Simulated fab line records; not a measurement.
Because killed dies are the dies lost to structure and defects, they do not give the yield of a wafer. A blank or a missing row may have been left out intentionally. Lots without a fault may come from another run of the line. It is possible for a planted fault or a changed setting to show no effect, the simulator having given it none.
Which tool did it? :: flow nand harc :: 6 lots, 18 wafers sampled, at 2 steps of a route of 1159

WHAT THE GAUGES SHOWED, per wafer
NHARC_A_CHANNEL_HOLE_D1_INSPECT_40.
lot: L142
measured: day 9 03:25
on: defect inspect-01
raw defect count: 54 66 82

lot: L145
measured: day 9 20:40
on: defect inspect-01
raw defect count: 90 43 59

lot: L156
measured: day 12 14:36
on: defect inspect-02
raw defect count: 36 42 43

lot: L158
measured: day 12 19:38
on: defect inspect-02
raw defect count: 62 71 66

lot: L160
measured: day 13 16:00
on: defect inspect-01
raw defect count: 100 82 77

lot: L164
measured: day 14 08:53
on: defect inspect-02
raw defect count: 49 63 54

WHICH TOOL RAN EACH LOT (tool, then ch and the chambers of the sampled wafers, then the start)
lot: L142
NHARC_A_CHANNEL_HOLE_D1_ETCH_38: rie diel-12 ch 0,1, day 8 20:37

lot: L145
NHARC_A_CHANNEL_HOLE_D1_ETCH_38: rie diel-02 ch 0,1,2, day 9 13:53

lot: L156
NHARC_A_CHANNEL_HOLE_D1_ETCH_38: rie diel-02 ch 1,2,3, day 12 07:49

lot: L158
NHARC_A_CHANNEL_HOLE_D1_ETCH_38: rie diel-02 ch 1,3, day 12 11:20

lot: L160
NHARC_A_CHANNEL_HOLE_D1_ETCH_38: rie diel-06 ch 0,2, day 13 09:02

lot: L164
NHARC_A_CHANNEL_HOLE_D1_ETCH_38: rie diel-12 ch 1,3, day 14 02:05
- NHARC_A_CHANNEL_HOLE_D1_ETCH_38: etches the open film in CF4, target depth 39 nm, time 65 s.

THE ANSWER, worked out from the rows above alone
Rule: usual is defined by the lots themselves. The widest of any qualifying gaps counts: lots, ordered by their means at a reading, are off when they make up no more than a third of the lots, leave a main group of 4 or more, and stand apart from it by 3 or more times the standard deviation of that group's means. A main group whose means are all the same, to the digits that the tables above print for the reading, isn't used. A lot without any number at a reading at which 4 lots or more have one is off too. The other lots that the step has rows for count as sound.
No lot is off on any of the readings shown, so nothing can be concluded from this.

WHAT WAS PUT IN BY THE SIMULATOR
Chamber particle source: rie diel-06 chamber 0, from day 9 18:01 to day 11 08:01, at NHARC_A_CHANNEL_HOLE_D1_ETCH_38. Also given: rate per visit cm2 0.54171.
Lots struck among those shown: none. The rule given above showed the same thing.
